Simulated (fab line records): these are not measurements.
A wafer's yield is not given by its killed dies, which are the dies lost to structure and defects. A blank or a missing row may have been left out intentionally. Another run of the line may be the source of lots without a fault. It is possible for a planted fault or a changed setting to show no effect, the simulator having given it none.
fab line records    flow nand_harc
record lots=11  wafers=33  last_day=34
route steps=1302 shown A_CHANNEL_HOLE_D2@598 A_CHANNEL_FILL_D2@625
lots that met no fault: taken from a fault-free run of the same line
start_h: hours from the record's opening day to when the first of the lot's shown wafers began    wait_h: hours from the lot's prior step to this one    " identical to the entry in the row above    L1.1+2: a row that stands for several wafers    - no value, or no start was given    * or withheld: withheld    < > ~ a bound
route shown NAME@n: a module of which the file shows steps, and the number in the route of the first    usual: mean/standard deviation taken from wafers without a fault    same: alike in all rows    chamber/n: place in a boat    sites: readings site by site    _std_site: the standard deviation of these    _edge_site: outer sites' mean less inner sites'    radius_mm: for every site, how far away it sits from the centre of the wafer    mask NAME#n: copy n    behind: the tool/chamber that last shaped the wafer    hold: what put the lot on hold/how long, in hours/how the hold closed    device: the n, p or np transistor that did not switch    end of line: tests run on the same wafers once the route is complete    for a step that has no rows: nothing shown but its recipe    killed: the dies lost at the first sort to structure and to defects; this is not the yield of the wafer    map: dies across one wafer; x = killed, . = not, _ = none there
set.NAME: the setting that was run; set.NAME@STEP: the one run at that earlier step    model.NAME: the simulator's own value behind a step, which no gauge read
the route's steps for a sample of lots (tables are steps, rows are wafers)
services: the hour from which a tool's chamber was out of use, counted from the record's first day as start_h (under 0 if before that day), plus the number of hours and why
## steps
# step NHARC_A_CHANNEL_HOLE_D2_ETCH_26
# recipe bias_v=300  source_w=2000  pressure_mtorr=30  time_s=224.1  ar_flow_sccm=375  c4f8_flow_sccm=11.4  o2_flow_sccm=113.6  temp_c=-20  target_depth_a=3000  chemistry=C4F8/O2/Ar
# usual c4f8_flow_sccm=11.40/0.039  drypump_motor_current_A=6.1/0.51  showerhead_plenum_p_Torr=3.77/0.14  throttle_valve_pct=24.583/0.0093
lot.wafer  tool         chamber  start_h  wait_h  c4f8_flow_sccm  drypump_motor_current_A  rf_hours_counter_h  showerhead_plenum_p_Torr  throttle_valve_pct
L849.1     har_etch-02  0        307.02   0.7     11.31           6.7                      356                 3.62                      24.584
L849.2     "            1        "        "       11.40           6.2                      357                 3.98                      24.598
L849.4     "            0        "        "       11.36           6.8                      -                   3.62                      24.588
L850.2     har_etch-02  0        319.64   0.7     11.37           6.7                      364                 3.62                      24.583
L850.1     "            1        "        "       11.40           6.2                      365                 3.98                      24.594
L850.6     "            1        "        "       11.39           6.2                      -                   3.98                      24.578
L852.2     har_etch-02  1        340.24   0.6     11.36           6.2                      376                 3.97                      24.589
L852.3     "            1        "        "       11.34           6.2                      -                   3.97                      24.577
L852.6     "            0        "        "       11.40           6.7                      -                   3.61                      24.608
L857.2     har_etch-01  1        389.34   0.7     11.43           5.3                      209                 3.71                      24.574
L857.6     "            1        "        "       11.43           5.3                      -                   3.71                      24.572
L857.5     "            0        "        "       11.49           6.2                      -                   3.71                      24.588
L858.1     har_etch-01  0        401.43   0.7     11.41           6.2                      221                 3.70                      24.584
L858.2     "            1        "        "       11.43           5.3                      221                 3.70                      24.576
L858.4     "            1        "        "       11.42           5.4                      -                   3.70                      24.569
L859.1     har_etch-02  0        414.74   0.7     11.41           6.8                      15                  3.98                      24.585
L859.3     "            0        "        "       11.37           6.8                      -                   3.98                      24.569
L859.6     "            0        "        "       11.33           6.7                      -                   3.98                      24.578
L863.4     har_etch-01  0        458.24   0.5     11.47           6.2                      -                   3.69                      24.588
L863.3     "            1        "        "       11.38           5.4                      -                   3.68                      24.581
L863.6     "            0        "        "       11.41           6.2                      -                   3.68                      24.578
L867.1     har_etch-01  0        485.36   0.7     11.41           6.2                      274                 3.67                      24.590
L867.4     "            0        "        "       11.35           6.2                      -                   3.67                      24.582
L867.3     "            1        "        "       11.43           5.4                      -                   3.67                      24.564
L868.2     har_etch-02  0        489.34   0.7     11.38           6.8                      60                  3.96                      24.604
L868.1     "            1        "        "       11.35           6.2                      60                  3.92                      24.591
L868.3     "            0        "        "       11.42           6.7                      -                   3.96                      24.585
L869.4     har_etch-01  1        515.75   0.5     11.41           5.3                      -                   3.67                      24.582
L869.5     "            1        "        "       11.34           5.3                      -                   3.67                      24.591
L869.6     "            0        "        "       11.36           6.2                      -                   3.67                      24.582
L870.2     har_etch-01  0        530.04   0.6     11.37           6.2                      293                 3.66                      24.581
L870.3     "            0        "        "       11.35           6.2                      -                   3.66                      24.573
L870.6     "            0        "        "       11.36           6.2                      -                   3.66                      24.583
# step NHARC_A_CHANNEL_HOLE_D2_ETCH_27
# recipe bias_v=400  source_w=2000  pressure_mtorr=25  time_s=90  ar_flow_sccm=375  c4f8_flow_sccm=41.7  o2_flow_sccm=83.3  temp_c=-20  target_depth_a=4000  chemistry=C4F8/O2/Ar
# usual c4f8_flow_sccm=41.71/0.11  drypump_motor_current_A=6.1/0.5  showerhead_plenum_p_Torr=3.76/0.13  throttle_valve_pct=27.619/0.0085
lot.wafer  tool         chamber  start_h  wait_h  c4f8_flow_sccm  drypump_motor_current_A  rf_hours_counter_h  showerhead_plenum_p_Torr  throttle_valve_pct
L849.1     har_etch-02  0        307.22   0.2     41.70           6.7                      356                 3.62                      27.630
L849.2     "            1        "        "       41.78           6.2                      357                 3.97                      27.619
L849.4     "            0        "        "       41.72           6.7                      -                   3.62                      27.622
L850.2     har_etch-02  0        319.83   0.2     41.91           6.7                      364                 3.61                      27.631
L850.1     "            1        "        "       41.60           6.2                      365                 3.97                      27.630
L850.6     "            1        "        "       41.57           6.2                      -                   3.97                      27.634
L852.2     har_etch-02  1        340.44   0.2     41.74           6.2                      376                 3.96                      27.620
L852.3     "            1        "        "       41.67           6.2                      -                   3.96                      27.611
L852.6     "            0        "        "       41.73           6.7                      -                   3.61                      27.626
L857.2     har_etch-01  1        389.54   0.2     41.70           5.3                      210                 3.71                      27.603
L857.6     "            1        "        "       41.67           5.3                      -                   3.71                      27.606
L857.5     "            0        "        "       41.98           6.2                      -                   3.71                      27.605
L858.1     har_etch-01  0        401.63   0.2     41.80           6.2                      221                 3.70                      27.620
L858.2     "            1        "        "       41.83           5.3                      221                 3.70                      27.615
L858.4     "            1        "        "       41.80           5.4                      -                   3.70                      27.615
L859.1     har_etch-02  0        414.94   0.2     41.92           6.7                      15                  3.97                      27.629
L859.3     "            0        "        "       41.83           6.7                      -                   3.97                      27.598
L859.6     "            0        "        "       41.92           6.7                      -                   3.97                      27.620
L863.4     har_etch-01  0        458.44   0.2     41.65           6.2                      -                   3.68                      27.618
L863.3     "            1        "        "       41.72           5.3                      -                   3.68                      27.614
L863.6     "            0        "        "       41.70           6.2                      -                   3.68                      27.616
L867.1     har_etch-01  0        485.56   0.2     41.44           6.2                      274                 3.67                      27.623
L867.4     "            0        "        "       41.37           6.2                      -                   3.67                      27.625
L867.3     "            1        "        "       41.74           5.3                      -                   3.67                      27.622
L868.2     har_etch-02  0        489.54   0.2     41.44           6.7                      61                  3.95                      27.627
L868.1     "            1        "        "       41.83           6.2                      61                  3.91                      27.612
L868.3     "            0        "        "       41.72           6.8                      -                   3.95                      27.622
L869.4     har_etch-01  1        515.94   0.2     41.65           5.3                      -                   3.66                      27.603
L869.5     "            1        "        "       41.75           5.4                      -                   3.66                      27.617
L869.6     "            0        "        "       41.74           6.2                      -                   3.66                      27.622
L870.2     har_etch-01  0        530.24   0.2     41.73           6.2                      293                 3.66                      27.622
L870.3     "            0        "        "       41.75           6.2                      -                   3.66                      27.606
L870.6     "            0        "        "       41.76           6.2                      -                   3.66                      27.620
# step NHARC_A_CHANNEL_HOLE_D2_STRIP_28
# recipe o2_flow_sccm=500  ar_flow_sccm=0  bias_w=0  chemistry=O2
# usual drypump_motor_current_A=5.5/0.44  oes_product_au=1.001/0.0089  rf_vpp_V=57.9/0.76  showerhead_plenum_p_Torr=3.55/0.13  throttle_valve_pct=17.036/0.0089
lot.wafer  tool         chamber  start_h  wait_h  drypump_motor_current_A  oes_product_au  rf_hours_counter_h  rf_vpp_V  showerhead_plenum_p_Torr  throttle_valve_pct
L849.1     rie_diel-12  1        -        -       4.7                      0.985           2                   57.4      3.59                      17.046
L849.4     "            2        "        "       5.7                      1.008           2                   57.8      3.73                      17.051
L849.2     "            0        "        "       5.7                      0.998           2                   58.0      3.69                      17.045
L850.2     rie_diel-10  3        -        -       5.7                      1.015           3                   57.1      3.42                      17.038
L850.1     "            1        "        "       5.8                      1.003           4                   57.8      3.38                      17.044
L850.6     "            3        "        "       5.7                      1.011           -                   57.9      3.42                      17.045
L852.2     rie_diel-12  3        -        -       5.1                      0.995           2                   58.8      3.50                      17.035
L852.3     "            1        "        "       4.7                      0.991           3                   58.2      3.59                      17.046
L852.6     "            2        "        "       5.7                      1.003           -                   58.3      3.73                      17.039
L857.2     rie_diel-10  1        -        -       5.8                      0.999           8                   56.9      3.37                      17.036
L857.5     "            2        "        "       5.5                      1.003           -                   57.9      3.49                      17.024
L857.6     "            1        "        "       5.8                      0.993           -                   58.6      3.37                      17.040
L858.2     rie_diel-01  1        -        -       5.6                      1.006           0                   58.3      3.33                      17.039
L858.1     "            2        "        "       6.1                      1.004           0                   58.2      3.35                      17.031
L858.4     "            3        "        "       4.8                      0.999           0                   58.0      3.69                      17.028
L859.3     rie_diel-10  2        -        -       5.5                      1.007           9                   57.6      3.49                      17.026
L859.1     "            0        "        "       5.9                      1.000           7                   58.5      3.66                      17.027
L859.6     "            3        "        "       5.7                      0.996           -                   58.1      3.42                      17.044
L863.4     rie_diel-12  1        -        -       4.7                      1.010           1                   57.8      3.59                      17.029
L863.3     "            3        "        "       5.2                      0.996           1                   59.3      3.50                      17.023
L863.6     "            1        "        "       4.7                      0.998           -                   57.5      3.59                      17.050
L867.1     rie_diel-12  1        -        -       4.7                      0.999           3                   58.7      3.59                      17.039
L867.4     "            2        "        "       5.8                      0.998           3                   58.6      3.73                      17.021
L867.3     "            3        "        "       5.2                      1.004           3                   57.7      3.50                      17.046
L868.3     rie_diel-01  3        -        -       4.8                      1.012           8                   57.1      3.68                      17.046
L868.1     "            0        "        "       6.1                      1.009           8                   57.2      3.59                      17.038
L868.2     "            1        "        "       5.6                      1.004           8                   56.2      3.33                      17.033
L869.4     rie_diel-12  2        -        -       5.7                      0.986           4                   57.9      3.72                      17.035
L869.6     "            2        "        "       5.7                      0.995           -                   58.5      3.73                      17.039
L869.5     "            3        "        "       5.1                      0.998           -                   57.8      3.50                      17.049
L870.2     rie_diel-12  3        -        -       5.2                      0.998           5                   58.5      3.50                      17.031
L870.3     "            2        "        "       5.7                      0.981           5                   58.4      3.72                      17.026
L870.6     "            0        "        "       5.7                      0.993           -                   57.9      3.68                      17.043
# step NHARC_A_CHANNEL_FILL_D2_ANNEAL_22
# recipe temp_c=620  time_s=7200
# usual spike_tc_bottom_C=640.6/2.9  spike_tc_centre_C=620.4/1.4  spike_tc_lower_C=620.9/1.7  spike_tc_top_C=639.0/2.7  spike_tc_upper_C=619.3/1  tube_center_temp_C=619.99/0.057  tube_center_temp_C_max=621.58/0.26  zone_power_upper_pct=8.6/0.36
lot.wafer  tool        chamber  start_h  wait_h  spike_tc_bottom_C  spike_tc_centre_C  spike_tc_lower_C  spike_tc_top_C  spike_tc_upper_C  tube_center_temp_C  tube_center_temp_C_max  zone_power_upper_pct
L849.1     furnace-03  0        341.62   3.5     643.3              621.4              621.5             637.0           619.6             619.94              621.77                  8.9
L849.2     "           0        "        "       644.4              619.4              621.6             635.9           619.4             620                 621.61                  9.1
L849.4     "           0        "        "       642.6              619.6              621.0             638.3           618.8             619.98              621.24                  9.1
L850.1     furnace-03  0        354.75   3.5     641.8              617.7              622.0             637.3           618.8             620.01              621.72                  9.2
L850.2     "           0        "        "       642.0              619.2              621.2             636.2           619.0             619.99              622.28                  9.1
L850.6     "           0        "        "       641.6              621.3              621.3             638.5           618.7             619.9               621.47                  9.0
L852.2     furnace-02  0        372.30   2.9     641.9              620.2              619.2             637.0           621.0             620.07              621.68                  8.7
L852.3     "           0        "        "       643.6              621.3              617.8             636.7           619.1             620.01              621.70                  8.5
L852.6     "           0        "        "       642.8              620.6              618.2             637.5           619.9             619.96              621.54                  8.8
L857.2     furnace-03  0        425.47   3.5     642.7              620.8              622.0             637.3           618.8             620.05              621.65                  9.0
L857.5     "           0        "        "       640.0              619.1              621.5             637.2           617.7             619.99              621.90                  9.1
L857.6     "           0        "        "       641.6              621.2              623.1             637.1           619.6             619.88              621.36                  8.9
L858.1     furnace-03  0        439.43   3.5     625.8              603.4              606.7             622.2           603.7             604.71              605.99                  8.5
L858.2     "           0        "        "       626.2              604.9              606.8             623.0           606.3             604.66              605.81                  8.6
L858.4     "           0        "        "       626.3              604.2              607.0             622.5           603.3             604.75              605.97                  8.7
L859.1     furnace-03  0        449.92   3.5     626.8              603.5              605.9             623.4           605.0             604.63              606.28                  8.7
L859.3     "           0        "        "       627.3              603.1              605.7             622.3           603.5             604.76              606.73                  8.6
L859.6     "           0        "        "       628.1              603.6              606.8             622.1           604.0             604.62              606.06                  8.6
L863.3     furnace-06  0        493.07   3.4     635.2              622.7              622.1             644.7           622.7             620.03              621.34                  8.1
L863.4     "           0        "        "       637.4              617.5              623.3             641.9           619.2             619.92              621.28                  8.2
L863.6     "           0        "        "       634.9              620.4              620.8             642.6           620.5             619.95              621.51                  8.3
L867.1     furnace-06  0        520.94   3.4     637.2              619.7              622.3             642.7           620.1             620.04              621.64                  8.2
L867.3     "           0        "        "       636.4              619.7              621.0             643.0           618.2             620.01              621.52                  8.3
L867.4     "           0        "        "       636.9              620.2              621.6             643.2           620.1             619.94              621.75                  8.1
L868.1     furnace-03  0        529.26   4.3     642.2              619.9              621.2             635.5           618.1             620.03              621.30                  9.0
L868.2     "           0        "        "       642.0              618.5              621.7             637.5           617.7             620.05              622.15                  9.0
L868.3     "           0        "        "       641.2              621.3              622.6             634.9           618.6             619.87              621.26                  9.1
L869.4     furnace-02  0        553.63   3.7     641.5              621.4              619.4             637.2           620.3             619.98              621.17                  8.7
L869.5     "           0        "        "       644.0              622.5              619.2             639.6           618.5             620.13              621.37                  8.7
L869.6     "           0        "        "       642.5              622.4              618.5             637.5           619.4             619.89              621.76                  8.7
L870.2     furnace-02  0        566.08   2.9     643.1              622.9              621.3             637.5           619.0             620.02              621.17                  8.5
L870.3     "           0        "        "       642.4              623.7              617.6             637.1           619.9             620.04              621.38                  8.7
L870.6     "           0        "        "       640.9              621.1              620.2             637.1           619.4             619.95              621.53                  8.7
## services
tool         chamber  start_h  hours  kind
rie_diel-01  -        283.29   2.2    repair
furnace-03   -        300.65   26.0   pm
rie_diel-01  2        342.79   9.9    repair
rie_diel-01  1        360.47   4.9    repair
har_etch-02  -        380.05   17.0   pm
rie_diel-10  2        380.33   5.8    repair
rie_diel-01  -        380.80   9.0    pm
rie_diel-10  3        386.14   5.4    repair
rie_diel-10  0        393.29   15.1   repair
rie_diel-10  2        393.84   8.0    repair
rie_diel-01  2        403.74   7.4    repair
rie_diel-10  -        419.54   9.0    pm
rie_diel-10  0        436.36   8.2    repair
rie_diel-10  1        445.25   3.9    repair
rie_diel-12  -        445.40   9.0    pm
rie_diel-10  -        460.75   5.4    repair
rie_diel-01  3        475.20   7.0    repair
rie_diel-12  -        498.26   2.2    repair
rie_diel-10  1        499.88   3.1    repair
rie_diel-10  -        528.98   1.6    repair
rie_diel-10  1        532.25   5.3    repair
rie_diel-12  0        540.41   19.7   repair
rie_diel-10  1        557.30   13.3   repair
rie_diel-10  3        564.30   2.0    repair
## key
first_sign step=NHARC_A_CHANNEL_FILL_D2_ANNEAL_22  reading=tube_center_temp_C  direction=down  sigmas=99+  usual=*  struck=*
effect step=NHARC_A_CHANNEL_FILL_D2_ANNEAL_22  reading=tube_center_temp_C_max  direction=down  sigmas=59  usual=*  struck=*
met_at NHARC_A_CHANNEL_FILL_D2_ANNEAL_22
struck_lots L858,L859
tester_left_out L858,L859
not_acting_at NHARC_A_CHANNEL_HOLE_D2_ETCH_26,NHARC_A_CHANNEL_HOLE_D2_ETCH_27,NHARC_A_CHANNEL_HOLE_D2_STRIP_28
onset_between 425.47 439.43
fault kind=process_parameter_drift  tool=furnace-03  chamber=-  onset_h=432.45  steps=NHARC_A_CHANNEL_FILL_D2_ANNEAL_22  channel=temp_c  offset=*  shape=step  end_h=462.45  acts_in=*  stated=*
# tester_left_out: of these lots the tester's yield and bins aren't shown, on N5 and GAA mostly nor the transistor test; their killed dies are dies lost to structure and defects alone, not to doping, threshold or leakage, so they don't give the yield
